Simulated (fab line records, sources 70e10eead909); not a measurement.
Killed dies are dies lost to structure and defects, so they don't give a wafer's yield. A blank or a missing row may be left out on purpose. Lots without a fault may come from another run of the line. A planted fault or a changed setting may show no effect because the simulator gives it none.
Which tool did it? | flow nand_harc | 6 lots, 18 wafers sampled, at 2 steps of a route of 1302

WHAT THE GAUGES READ, wafer by wafer
NHARC_A_ONON_D2_THK_MEAS_24: measures by ellipsometry.
lot  | measured     | on            | thk_nm (nm)
L733 | day 13 21:22 | film_metro-01 | 1003 1002 1004
L736 | day 15 07:44 | film_metro-01 | 996 996 995
L738 | day 15 21:53 | film_metro-01 | 1013 1012 1011
L740 | day 17 02:27 | film_metro-01 | 1002 1002 999
L741 | day 17 16:53 | film_metro-02 | 996 993 995
L751 | day 21 06:28 | film_metro-01 | 991 1545 1545

WHICH TOOL RAN EACH LOT (tool, then ch and the chambers of the sampled wafers, then the start)
lot  | NHARC_A_ONON_D2_DEP_22
L733 | pecvd_onon-04 ch 0, day 13 20:55
L736 | pecvd_onon-04 ch 0, day 15 07:18
L738 | pecvd_onon-04 ch 0, day 15 21:22
L740 | pecvd_onon-04 ch 0, day 17 02:03
L741 | pecvd_onon-02 ch 0, day 17 16:26
L751 | pecvd_onon-02 ch 0, day 21 05:56
- NHARC_A_ONON_D2_DEP_22: target thk 1000 nm.

THE ANSWER, worked out from the rows above alone
Rule: what is usual is taken from the lots themselves. Put in order of their means at a reading, lots are off if they are a third of the lots or fewer, leave a main group of 4 or more, and stand apart from it by a gap of 3 or more times the standard deviation of the main group's means; of several such gaps the widest counts. A main group whose means are all the same, to the digits that the tables above print for the reading, isn't used. A lot without any number at a reading at which 4 lots or more have one is off too. The other lots that the step has rows for count as sound.
Off: L751, at NHARC_A_ONON_D2_THK_MEAS_24 (thk_nm). The main group: mean 1001 nm, standard deviation 6.2.
A tool fits if, at a process step before that reading, it ran every lot that is off, and no sound lot after the first of them. The gauges at NHARC_A_ONON_D2_THK_MEAS_24 are tried like those tools. Can't be told from this: 2 tools fit, pecvd_onon-02 at NHARC_A_ONON_D2_DEP_22, film_metro-01 at NHARC_A_ONON_D2_THK_MEAS_24.

WHAT THE SIMULATOR HAD PUT IN
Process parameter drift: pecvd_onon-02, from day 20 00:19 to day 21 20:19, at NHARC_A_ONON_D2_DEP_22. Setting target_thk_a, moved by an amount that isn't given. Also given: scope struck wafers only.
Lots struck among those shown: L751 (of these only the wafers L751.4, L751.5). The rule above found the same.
